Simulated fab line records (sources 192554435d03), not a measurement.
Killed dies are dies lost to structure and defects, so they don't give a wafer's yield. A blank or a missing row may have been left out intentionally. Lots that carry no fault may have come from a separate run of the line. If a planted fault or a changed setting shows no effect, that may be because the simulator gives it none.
8D (eight disciplines) problem report, filled in by code	flow n5 finfet	the parts of the form that need people (team, actions taken, sign-off) are left out

== 1. THE ISSUE ==
Mean IOFF_N at N5_BEOL_M4_RC_MEAS_101: 0.64 nA/um over 3 wafers in 3 lots; fault-free wafers: 0.17 nA/um, standard deviation 0.036. Relative to the usual mean, that is a shift of +13 standard deviations.
First observed at day 12 06:11: wafer L526.3, on prober-02. At this step, 30 wafers from 11 lots have a number in the record. By rule, "out" or "out of limits" means more than 4 standard deviations away from the usual mean. All remaining wafers that have a number are taken as sound.

== 2. WHAT THIS IS AND IS NOT ==
question	is	is not
which readings at this step	IOFF_N, CJ_N, IOFF_N_85C, SS_N	DIBL_P, IOFF_P, ION_P, SS_P, VT_P
which lots	L524, L525, L526	L512, L514, L515, L516, L527, L529, L531, L532
which wafers of those lots	L524.3, L525.5, L526.3	L524.6, L525.4, L526.4
read on which gauges	prober-01, prober-02	-
when	from day 12 06:11	up to then (13 sound wafers); but 14 sound wafers of L524, L525, L527, L529, L531, L532 came after

== 3. WHAT RULES OUT EACH SUSPECT ==
Counting: any tool at a process step up to the reading remains a suspect provided it ran every lot that is out. Sound lots after the first of them don't rule it out here, since some wafers of a struck lot are sound.
- the gauge at N5_BEOL_M4_RC_MEAS_101 has been ruled out. Those wafers that are out were read across 2 gauges (prober-01, prober-02).
- rie si-03 at N5_SD_EPI_N_SD_RECESS_17 (chemistry HBr/Cl2/O2, target depth 41 nm, time 23.7 s, bt time 3 s): kept. It ran every lot that is out, first L524 (day 6 08:31).
After counting, what remains is rie si-03 at N5_SD_EPI_N_SD_RECESS_17.

== 4. THE CAUSE (what the simulator had put in) ==
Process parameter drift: rie si-03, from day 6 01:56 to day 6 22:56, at N5_SD_EPI_N_SD_RECESS_17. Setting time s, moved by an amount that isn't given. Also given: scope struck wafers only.
Only this tool survived the counting.

== 5. THE CHAIN OF EFFECTS, in route order ==
Each row: a reading whose mean over the struck wafers that have a number lies more than 3 standard deviations from the usual. Only readings whose record carries a usual standard deviation are examined. hours: median over the lots of the time between each lot's start at the first step of this table that gives one and its start at this step. sigmas: the change, counted in usual standard deviations.
hours	step	reading	usual	on struck wafers	change	sigmas
0	N5_BEOL_M4_RC_MEAS_101	CJ_N	4.35	4.87	+0.52	+6.0
0	N5_BEOL_M4_RC_MEAS_101	DIBL_N	36.7 mV/V	43.1	+6.4	+3.5
0	N5_BEOL_M4_RC_MEAS_101	IOFF_N	0.17 nA/um	0.64	+0.47	+13
0	N5_BEOL_M4_RC_MEAS_101	IOFF_N_85C	3.2 nA/um	10.2	+7.0	+12
0	N5_BEOL_M4_RC_MEAS_101	SS_N	71.7 mV/dec	79.9	+8.2	+13
107	N5_PASSIVATION_PROBE_49	sort_bin_4_leakage	0.00 %	71.83	+71.83	+99 or more
107	N5_PASSIVATION_PROBE_49	sort n pass	1075	211	-864	-51
107	N5_PASSIVATION_PROBE_49	sort yield pct	91.1 %	17.9	-73.2	-52
Process steps it contains:
- N5_PASSIVATION_PROBE_49
Later steps that measure or inspect, where all struck wafers having a row at the step show a number for every such reading and not one has moved that far: N5_BEOL_M5_THK_MEAS_01.

== 6. WHAT WOULD HAVE CAUGHT IT SOONER ==
The first out-of-limits reading at a measuring or inspecting step in this record came at day 12 06:11, 148 hours after the fault's start at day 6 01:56.
Of the tool readings at N5_SD_EPI_N_SD_RECESS_17 for which the record gives a usual standard deviation, none was out on any struck wafer, so an alarm limit of 4 standard deviations on them would not have fired.
Lots out: 3; all had begun N5_SD_EPI_N_SD_RECESS_17 on rie si-03 by day 12 06:11. Had the tool been put on hold then, not one of them would have been saved.
